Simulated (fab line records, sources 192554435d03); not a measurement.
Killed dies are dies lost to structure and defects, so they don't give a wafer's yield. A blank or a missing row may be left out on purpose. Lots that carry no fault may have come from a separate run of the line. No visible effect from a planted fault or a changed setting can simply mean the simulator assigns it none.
fab line records | flow n5Finfet
record: lots: 7 | wafers: 21
route steps=1938 shown TV_LITHO@1879 PASSIVATION@1915
startH: hours from the record's first day to the start of the lot's first wafer shown | waitH: hours from the lot's prior step to this one | " repeats the value in the row above | L1.1+2: one row covering several wafers at once | - value missing, or start not given | * or withheld: withheld | < > ~ a bound
route shown NAME@n: names a module that has steps shown in the file, with the first one's number in the route | usual: mean and standard deviation over wafers with no fault | same: alike in all rows | chamber/n: place in a boat | sites: readings site by site | _std_site: the values' standard deviation | _edge_site: outer sites' mean less inner sites' | radiusMm: how far each site lies from the wafer's centre | mask NAME#n: copy n | behind: the tool/chamber that last shaped the wafer | hold: why the lot was held/for how many hours/how that ended | device: the transistor (n, p or np) that didn't switch | end of line: the same wafers' tests at the end of the route | a step with no rows: only its recipe | killed: count of dies lost to structure and defects at first sort (not the wafer's yield) | map: the dies of a wafer, with x for killed, . for not killed, _ for no die there
set.NAME: the setting as run; set.NAME@STEP: as run at that earlier step | model.NAME: the simulator's own value behind a step, which no gauge read
lots where settings were altered on purpose, with a table for each step and a row for each wafer
== steps ==
step: N5_PASSIVATION_EXPOSE_07
recipe: maskId: TV | na: 0.55 | sourceShape: conventional | sigmaOuter: 0.8 | polarization: unpolarized | defocusNm: 0 | targetCdNm: 3000 | doseMj: 22.75
lot.wafer  | tool          | chamber | startH | waitH | mask | set.doseMj
L075.1+2+3 | krfScanner-01 | 0       | 267.01 | -     | TV#0 | 22.75
L076.3+4   | krfScanner-02 | 0       | 271.08 | -     | TV#0 | 21.54
L076.6     | "             | 0       | "      | "     | TV#0 | 22.75
L081.1     | krfScanner-02 | 0       | 301.23 | -     | TV#0 | 22.75
L081.2+3   | "             | 0       | "      | "     | TV#0 | 22.02
L083.1     | krfScanner-01 | 0       | 305.30 | -     | TV#0 | 22.75
L083.2+3   | "             | 0       | "      | "     | TV#0 | 21.89
L086.3+4   | krfScanner-01 | 0       | 344.57 | -     | TV#0 | 23.89
L086.6     | "             | 0       | "      | "     | TV#0 | 22.75
L089.1+4   | krfScanner-02 | 0       | 346.03 | -     | TV#0 | 24.38
L089.3     | "             | 0       | "      | "     | TV#0 | 22.75
L090.4+5+6 | krfScanner-01 | 0       | 350.39 | -     | TV#0 | 22.75
step: N5_PASSIVATION_PEB_08
recipe: pebTempC: withheld | pebTimeS: *
step: N5_PASSIVATION_DEVELOP_09
recipe: developTimeS: 60 | rinseLiquid: diw | dry: airSpin | devTempC: 21
step: N5_PASSIVATION_HARDBAKE_11
recipe: tempC: 130 | timeS: 120
step: N5_PASSIVATION_CD_MEAS_10
recipe: targetCdNm: 3000 | landingEnergyEv: 500 | detector: seInlens
usual: cdNm: 3000.8/1.7
lot.wafer | tool     | chamber | startH | waitH | set.doseMj@PASSIVATION_EXPOSE_07 | cdNm
L075.1    | cdSem-01 | 0       | 267.18 | -     | 22.75                            | 3001.9
L075.2    | "        | 0       | "      | "     | 22.75                            | 3003.2
L075.3    | "        | 0       | "      | "     | 22.75                            | 3001.2
L076.3    | cdSem-03 | 0       | 271.25 | -     | 21.54                            | 2988.9
L076.4    | "        | 0       | "      | "     | 21.54                            | 2990.1
L076.6    | "        | 0       | "      | "     | 22.75                            | 3000.8
L081.1    | cdSem-02 | 0       | 301.40 | -     | 22.75                            | 3004.1
L081.2    | "        | 0       | "      | "     | 22.02                            | 2996.4
L081.3    | "        | 0       | "      | "     | 22.02                            | 2995.0
L083.1    | cdSem-03 | 0       | 305.48 | -     | 22.75                            | 2999.3
L083.2    | "        | 0       | "      | "     | 21.89                            | 2992.5
L083.3    | "        | 0       | "      | "     | 21.89                            | 2991.7
L086.3    | cdSem-03 | 0       | 344.75 | -     | 23.89                            | 3012.0
L086.4    | "        | 0       | "      | "     | 23.89                            | 3012.3
L086.6    | "        | 0       | "      | "     | 22.75                            | 3001.6
L089.1    | cdSem-03 | 0       | 346.20 | -     | 24.38                            | 3017.6
L089.3    | "        | 0       | "      | "     | 22.75                            | 3003.4
L089.4    | "        | 0       | "      | "     | 24.38                            | 3016.9
L090.4    | cdSem-03 | 0       | 350.55 | -     | 22.75                            | 3000.7
L090.5    | "        | 0       | "      | "     | 22.75                            | 3002.0
L090.6    | "        | 0       | "      | "     | 22.75                            | 3000.0
step: N5_PASSIVATION_PECVD_53
recipe: material: SiO2 | targetThkA: 8000 | tempC: 400 | precursor: TEOS/O2 | pressureTorr: 6.5 | rfW: withheld | teosFlowSccm: withheld | gas: O2 | flowSccm: 2650 | timeS: 169.4
lot.wafer | tool     | chamber | startH | waitH | set.timeS | model.SiO2_of_PASSIVATION_PECVD_53.thkNm
L075.1    | pecvd-04 | 2       | 270.13 | 0.0   | 169.4     | 794.8
L075.2    | "        | 1       | "      | "     | 169.4     | 793.2
L075.3    | "        | 0       | "      | "     | 169.4     | 791.6
L076.3    | pecvd-03 | 1       | 275.18 | 0.0   | 169.4     | 793
L076.4    | "        | 2       | "      | "     | 154.4     | 734
L076.6    | "        | 1       | "      | "     | 169.4     | 794.8
L081.1    | pecvd-01 | 1       | 304.18 | 0.0   | 169.4     | 792.6
L081.2    | "        | 2       | "      | "     | 169.4     | 785.2
L081.3    | "        | 0       | "      | "     | 169.4     | 794.6
L083.1    | pecvd-03 | 0       | 308.45 | 0.0   | 169.4     | 788.2
L083.2    | "        | 2       | "      | "     | 169.4     | 786.4
L083.3    | "        | 1       | "      | "     | 153.1     | 705.4
L086.3    | pecvd-01 | 1       | 348.43 | 0.0   | 169.4     | 798
L086.4    | "        | 2       | "      | "     | 190.9     | 902.8
L086.6    | "        | 0       | "      | "     | 169.4     | 804.6
L089.1    | pecvd-03 | 0       | 352.78 | 0.0   | 169.4     | 788.2
L089.3    | "        | 2       | "      | "     | 169.4     | 790
L089.4    | "        | 2       | "      | "     | 176       | 835.2
L090.4    | pecvd-03 | 2       | 353.81 | 0.1   | 169.4     | 800.4
L090.5    | "        | 0       | "      | "     | 169.4     | 792.2
L090.6    | "        | 1       | "      | "     | 169.4     | 793.2
step: N5_PASSIVATION_PECVD_35
recipe: material: SiNx | targetThkA: 7000 | tempC: 400 | precursor: SiH4/NH3/N2 | pressureTorr: 4.9 | rfW: 1406 | timeS: 151.3
lot.wafer | tool     | chamber | startH | waitH | set.timeS | model.SiNx_of_PASSIVATION_PECVD_35.thkNm
L075.1    | pecvd-04 | 2       | 270.24 | 0.1   | 151.3     | 694.8
L075.2    | "        | 1       | "      | "     | 151.3     | 696.8
L075.3    | "        | 0       | "      | "     | 151.3     | 694.2
L076.3    | pecvd-03 | 1       | 275.29 | 0.1   | 140.1     | 637.2
L076.4    | "        | 2       | "      | "     | 151.3     | 699.2
L076.6    | "        | 1       | "      | "     | 151.3     | 704.6
L081.1    | pecvd-01 | 1       | 304.29 | 0.1   | 168.2     | 773
L081.2    | "        | 2       | "      | "     | 151.3     | 699.2
L081.3    | "        | 0       | "      | "     | 168.2     | 771.2
L083.1    | pecvd-03 | 0       | 308.56 | 0.1   | 151.3     | 689.4
L083.2    | "        | 2       | "      | "     | 151.3     | 697.8
L083.3    | "        | 1       | "      | "     | 151.3     | 683.4
L086.3    | pecvd-01 | 1       | 348.54 | 0.1   | 161.2     | 748.4
L086.4    | "        | 2       | "      | "     | 161.2     | 748.8
L086.6    | "        | 0       | "      | "     | 151.3     | 714
L089.1    | pecvd-03 | 0       | 352.89 | 0.1   | 151.3     | 692
L089.3    | "        | 2       | "      | "     | 143.5     | 657
L089.4    | "        | 2       | "      | "     | 143.5     | 663
L090.4    | pecvd-03 | 2       | 353.92 | 0.1   | 168.9     | 795.2
L090.5    | "        | 0       | "      | "     | 168.9     | 794
L090.6    | "        | 1       | "      | "     | 151.3     | 709.6
step: N5_PASSIVATION_HMDS_37
recipe: timeS: 60 | tempC: 120
step: N5_PASSIVATION_COAT_38
recipe: spinRpm: 3000 | resistThkNm: withheld
step: N5_PASSIVATION_SRD_72
recipe: dry: ipaMarangoni | timeS: 30 | tempC: 23 | rinseLiquid: diw
step: N5_PASSIVATION_ANNEAL_56
recipe: tempC: 400 | timeS: 1800 | ambient: FGA | idleTempC: 300 | rampUpCPerMin: 5 | rampDownCPerMin: 3
step: N5_PASSIVATION_PROBE_49
usual: defectLimitedYield: 91.3/1.5 | killed_at_M0_to_M3: 35/10 | killed_at_M4_up: 13/5.3 | killedAtContacts: 12/5.7 | killedAtFrontEnd: 39/11 | killedAtOther: 3.3/2.7 | killedDies: 102/18 | killedOpen: 67/13 | killedShort: 34/7.8 | sort_bin_5_function: 5.1/1 | sort_bin_6_memory: 3.3/0.68 | sortNPass: 1078/18 | sortYieldPct: 91.3/1.5
same: grossDies: 1180 | killedAtBackSide: 0 | sort_bin_4_leakage[%]: 0 | sort_bin_8_speed[%]: 0
lot.wafer | tool      | chamber | startH | waitH | set.timeS@PASSIVATION_PECVD_35 | defectLimitedYield[%] | killed_at_M0_to_M3 | killed_at_M4_up | killedAtContacts | killedAtFrontEnd | killedAtOther | killedDies | killedOpen | killedShort | sort_bin_5_function[%] | sort_bin_6_memory[%] | sortNPass | sortYieldPct[%]
L075.1    | prober-01 | -       | 273.95 | 0.0   | 151.3                          | 87.8                  | 50                 | 17              | 14               | 56               | 7             | 144        | 91         | 46          | 7.5                    | 4.5                  | 1036      | 87.8
L075.2    | prober-01 | -       | 274.00 | 0.1   | 151.3                          | 89.9                  | 27                 | 19              | 10               | 58               | 5             | 119        | 76         | 37          | 5.1                    | 4.6                  | 1061      | 89.9
L075.3    | prober-01 | -       | 274.05 | 0.1   | 151.3                          | 91.9                  | 26                 | 13              | 7                | 46               | 3             | 95         | 69         | 24          | 5.0                    | 3.0                  | 1085      | 91.9
L076.3    | prober-01 | -       | 279.64 | 0.5   | 140.1                          | 86.8                  | 71                 | 11              | 24               | 46               | 4             | 156        | 106        | 48          | 8.1                    | 4.7                  | 1024      | 86.8
L076.4    | prober-01 | -       | 279.69 | 0.6   | 151.3                          | 1.2                   | 41                 | 8               | 22               | 1091             | 4             | 1166       | 78         | 40          | 94.4                   | 4.4                  | 14        | 1.2
L076.6    | prober-01 | -       | 279.79 | 0.7   | 151.3                          | 90.2                  | 28                 | 19              | 9                | 55               | 5             | 116        | 82         | 32          | 5.8                    | 3.3                  | 1064      | 90.2
L081.1    | prober-01 | -       | 308.96 | 0.0   | 168.2                          | 25.1                  | 31                 | 29              | 28               | 42               | 754           | 884        | 93         | 38          | 69.8                   | 4.8                  | 296       | 25.1
L081.2    | prober-01 | -       | 309.01 | 0.1   | 151.3                          | 84.7                  | 29                 | 21              | 21               | 107              | 2             | 180        | 88         | 28          | 11.4                   | 3.3                  | 1000      | 84.7
L081.3    | prober-01 | -       | 309.06 | 0.1   | 168.2                          | 27.1                  | 19                 | 13              | 24               | 47               | 757           | 860        | 75         | 32          | 68.2                   | 4.3                  | 320       | 27.1
L083.1    | prober-02 | -       | 312.34 | 0.0   | 151.3                          | 92.5                  | 31                 | 18              | 10               | 30               | 0             | 89         | 56         | 32          | 3.7                    | 3.4                  | 1091      | 92.5
L083.2    | prober-02 | -       | 312.39 | 0.1   | 151.3                          | 93.3                  | 33                 | 9               | 4                | 32               | 1             | 79         | 43         | 36          | 4.1                    | 2.3                  | 1101      | 93.3
L083.3    | prober-02 | -       | 312.44 | 0.1   | 151.3                          | 88.6                  | 68                 | 17              | 12               | 29               | 9             | 135        | 96         | 36          | 7.7                    | 3.6                  | 1045      | 88.6
L086.3    | prober-02 | -       | 352.37 | 0.1   | 161.2                          | 0                     | 22                 | 11              | 7                | 1138             | 2             | 1180       | 41         | 22          | 98.5                   | 1.4                  | 0         | 0
L086.4    | prober-02 | -       | 352.42 | 0.2   | 161.2                          | 0                     | 37                 | 10              | 9                | 1118             | 6             | 1180       | 54         | 31          | 97.0                   | 2.6                  | 0         | 0
L086.6    | prober-02 | -       | 352.52 | 0.3   | 151.3                          | 0                     | 18                 | 9               | 6                | 1145             | 2             | 1180       | 44         | 26          | 97.3                   | 2.6                  | 0         | 0
L089.1    | prober-02 | -       | 356.71 | 0.0   | 151.3                          | 91.0                  | 55                 | 6               | 11               | 34               | 0             | 106        | 68         | 38          | 5.0                    | 3.6                  | 1074      | 91.0
L089.3    | prober-02 | -       | 356.81 | 0.1   | 143.5                          | 92.1                  | 33                 | 9               | 11               | 38               | 2             | 93         | 60         | 33          | 5.1                    | 2.5                  | 1087      | 92.1
L089.4    | prober-02 | -       | 356.86 | 0.2   | 143.5                          | 91.2                  | 38                 | 6               | 10               | 47               | 3             | 104        | 64         | 36          | 5.3                    | 3.2                  | 1076      | 91.2
L090.4    | prober-02 | -       | 358.63 | 0.2   | 168.9                          | 21.7                  | 36                 | 8               | 6                | 21               | 853           | 924        | 58         | 14          | 75.9                   | 2.3                  | 256       | 21.7
L090.5    | prober-02 | -       | 358.68 | 0.2   | 168.9                          | 21.3                  | 32                 | 7               | 10               | 28               | 852           | 929        | 51         | 29          | 75.9                   | 2.7                  | 251       | 21.3
L090.6    | prober-02 | -       | 358.73 | 0.3   | 151.3                          | 90.3                  | 45                 | 11              | 6                | 49               | 3             | 114        | 72         | 42          | 5.0                    | 4.1                  | 1066      | 90.3
killed by level:class
L075.1 BEOL_M2:geometricParticle:open=20 FIN_SAQP:geometricParticle:open=18 FIN_SAQP:geometricParticle:short=10 BEOL_M0_SAQP:geometricParticle:open=10 BEOL_M4:geometricParticle:open=9 MOL_CONTACT_COAG:geometricParticle:open=8 BEOL_M0_SAQP:geometricParticle:short=7 DUMMY_GATE:geometricParticle:open=6
L075.2 FIN_SAQP:geometricParticle:open=21 STI_FIN_REVEAL:geometricParticle:open=12 BEOL_M4:geometricParticle:open=10 FIN_SAQP:geometricParticle:short=9 MOL_CONTACT_COAG:geometricParticle:short=5 MOL_CONTACT_COAG:geometricParticle:open=5 BEOL_M3:geometricParticle:open=5 BEOL_M0_SAQP:geometricParticle:open=4
L075.3 FIN_SAQP:geometricParticle:open=13 BEOL_M2:geometricParticle:open=12 STI_FIN_REVEAL:geometricParticle:open=11 FIN_SAQP:geometricParticle:short=9 BEOL_M3:geometricParticle:open=8 BEOL_M4:geometricParticle:open=8 MOL_CONTACT_COAG:geometricParticle:open=7 STI_FIN_REVEAL:geometricParticle:short=4
L076.3 MOL_CONTACT_COAG:geometricParticle:open=20 BEOL_M0_SAQP:geometricParticle:open=17 BEOL_M1:geometricParticle:open=17 STI_FIN_REVEAL:geometricParticle:open=16 BEOL_M0_SAQP:geometricParticle:short=12 FIN_SAQP:geometricParticle:short=7 BEOL_M2:geometricParticle:open=6 BEOL_M3:geometricParticle:open=6
L076.4 SD_EPI_N:areaEtch=1047 MOL_CONTACT_COAG:geometricParticle:open=20 BEOL_M0_SAQP:geometricParticle:short=14 BEOL_M0_SAQP:geometricParticle:open=14 STI_FIN_REVEAL:geometricParticle:open=13 DUMMY_GATE:geometricParticle:open=6 STI_FIN_REVEAL:geometricParticle:short=5 GATE_CUT:geometricParticle:open=4
L076.6 STI_FIN_REVEAL:geometricParticle:open=18 FIN_SAQP:geometricParticle:open=8 BEOL_M4:geometricParticle:open=8 MOL_CONTACT_COAG:geometricParticle:open=7 BEOL_M3:geometricParticle:open=7 FIN_SAQP:geometricParticle:short=6 DUMMY_GATE:geometricParticle:open=6 GATE_CUT:geometricParticle:short=5
L081.1 PASSIVATION:areaPecvd=751 MOL_CONTACT_COAG:geometricParticle:open=23 BEOL_M4:geometricParticle:open=12 FIN_SAQP:geometricParticle:open=11 BEOL_M0_SAQP:geometricParticle:short=8 STI_FIN_REVEAL:geometricParticle:open=7 BEOL_M0_SAQP:geometricParticle:open=7 GATE_CUT:geometricParticle:short=5
L081.2 SD_EPI_N:areaEtch=64 MOL_CONTACT_COAG:geometricParticle:open=16 FIN_SAQP:geometricParticle:open=14 BEOL_M2:geometricParticle:open=12 BEOL_M4:geometricParticle:open=11 DUMMY_GATE:geometricParticle:open=7 BEOL_M0_SAQP:geometricParticle:short=7 BEOL_M0_SAQP:geometricParticle:open=6
L081.3 PASSIVATION:areaPecvd=752 MOL_CONTACT_COAG:geometricParticle:open=21 FIN_SAQP:geometricParticle:open=16 FIN_SAQP:geometricParticle:short=9 STI_FIN_REVEAL:geometricParticle:open=7 BEOL_M0_SAQP:geometricParticle:open=5 BEOL_M4:geometricParticle:short=5 BEOL_M4:geometricParticle:open=4
L083.1 STI_FIN_REVEAL:geometricParticle:open=9 BEOL_M0_SAQP:geometricParticle:short=9 BEOL_M4:geometricParticle:open=8 MOL_CONTACT_COAG:geometricParticle:open=7 BEOL_M3:geometricParticle:open=5 BEOL_M0_SAQP:geometricParticle:open=5 STI_FIN_REVEAL:geometricParticle:short=4 BEOL_M0:geometricParticle:open=4
L083.2 BEOL_M0_SAQP:geometricParticle:short=11 STI_FIN_REVEAL:geometricParticle:open=7 BEOL_M0_SAQP:geometricParticle:open=5 FIN_SAQP:geometricParticle:short=4 FIN_CUT:geometricParticle:short=4 BEOL_M2:geometricParticle:open=4 FIN_CUT:geometricParticle:open=3 BEOL_M3:geometricParticle:open=3
L083.3 BEOL_M0_SAQP:geometricParticle:open=28 BEOL_M0_SAQP:geometricParticle:short=18 MOL_CONTACT_COAG:geometricParticle:open=12 STI_FIN_REVEAL:geometricParticle:open=10 BEOL_M3:geometricParticle:open=7 BEOL_M4:geometricParticle:open=7 BEOL_M2:geometricParticle:open=5 PAD_METAL:geometricParticle:open=5
L086.3 DUMMY_GATE:areaCvd=1117 BEOL_M0_SAQP:geometricParticle:open=11 MOL_CONTACT_COAG:geometricParticle:open=6 STI_FIN_REVEAL:geometricParticle:open=5 BEOL_M0_SAQP:geometricParticle:short=5 BEOL_M4:geometricParticle:open=5 BEOL_M2:geometricParticle:open=3 BEOL_M4:geometricParticle:short=3
L086.4 DUMMY_GATE:areaCvd=1095 BEOL_M0_SAQP:geometricParticle:short=10 BEOL_M2:geometricParticle:open=10 BEOL_M0_SAQP:geometricParticle:open=6 MOL_CONTACT_COAG:geometricParticle:open=5 FIN_SAQP:geometricParticle:open=4 STI_FIN_REVEAL:geometricParticle:open=4 GATE_CUT:geometricParticle:short=4
L086.6 DUMMY_GATE:areaCvd=1110 FIN_SAQP:geometricParticle:open=9 FIN_SAQP:geometricParticle:short=6 STARTING-WAFER:geometricParticle:short=5 BEOL_M1:geometricParticle:open=5 MOL_CONTACT_COAG:geometricParticle:open=4 BEOL_M4:geometricParticle:open=4 GATE_CUT:geometricParticle:short=3
L089.1 BEOL_M1:geometricParticle:open=16 BEOL_M0_SAQP:geometricParticle:short=13 BEOL_M0_SAQP:geometricParticle:open=13 FIN_SAQP:geometricParticle:short=12 MOL_CONTACT_COAG:geometricParticle:open=11 BEOL_M2:geometricParticle:open=7 FIN_SAQP:geometricParticle:open=4 STI_FIN_REVEAL:geometricParticle:open=3
L089.3 FIN_SAQP:geometricParticle:short=10 MOL_CONTACT_COAG:geometricParticle:open=9 BEOL_M2:geometricParticle:open=8 BEOL_M1:geometricParticle:open=7 BEOL_M3:geometricParticle:open=7 FIN_SAQP:geometricParticle:open=6 STI_FIN_REVEAL:geometricParticle:open=5 BEOL_M5:geometricParticle:open=4
L089.4 FIN_SAQP:geometricParticle:short=13 BEOL_M0_SAQP:geometricParticle:short=9 BEOL_M1:geometricParticle:open=8 MOL_CONTACT_COAG:geometricParticle:open=7 BEOL_M2:geometricParticle:open=7 STI_FIN_REVEAL:geometricParticle:open=6 BEOL_M0_SAQP:geometricParticle:open=6 FIN_SAQP:geometricParticle:open=5
L090.4 PASSIVATION:areaPecvd=851 BEOL_M1:geometricParticle:open=13 BEOL_M0_SAQP:geometricParticle:open=9 BEOL_M3:geometricParticle:open=7 STI_FIN_REVEAL:geometricParticle:open=6 BEOL_M4:geometricParticle:open=6 MOL_CONTACT_COAG:geometricParticle:open=4 GATE_CUT:geometricParticle:open=3
L090.5 PASSIVATION:areaPecvd=846 MOL_CONTACT_COAG:geometricParticle:open=7 BEOL_M0_SAQP:geometricParticle:open=7 BEOL_M3:geometricParticle:open=7 BEOL_M4:geometricParticle:open=6 STARTING-WAFER:geometricParticle:short=6 BEOL_M0_SAQP:geometricParticle:short=5 STI_FIN_REVEAL:geometricParticle:open=4
L090.6 BEOL_M3:geometricParticle:open=15 GATE_CUT:geometricParticle:short=10 BEOL_M1:geometricParticle:open=7 GATE_CUT:geometricParticle:open=7 FIN_SAQP:geometricParticle:open=6 STI_FIN_REVEAL:geometricParticle:open=6 MOL_CONTACT_COAG:geometricParticle:open=5 BEOL_M0_SAQP:geometricParticle:open=5
== key ==
split: step: N5_PASSIVATION_EXPOSE_07 | setting: doseMj | stated: 22.75 | by: wafer
response: step: N5_PASSIVATION_CD_MEAS_10 | reading: cdNm | change: +2.06 | per: 1% | r: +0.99
split: step: N5_PASSIVATION_PECVD_53 | setting: timeS | stated: 169.4 | by: wafer
response: step: N5_PASSIVATION_PECVD_53 | reading: model.SiO2_of_PASSIVATION_PECVD_53.thkNm | change: +8.02 | per: 1% | r: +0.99
split: step: N5_PASSIVATION_PECVD_35 | setting: timeS | stated: 151.3 | by: wafer
response: step: N5_PASSIVATION_PECVD_35 | reading: model.SiNx_of_PASSIVATION_PECVD_35.thkNm | change: +6.96 | per: 1% | r: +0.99
response: step: N5_PASSIVATION_PROBE_49 | reading: killedAtOther | shape: bent | atLowest: 4 | atStated: 3.4 | atHighest: 852.5
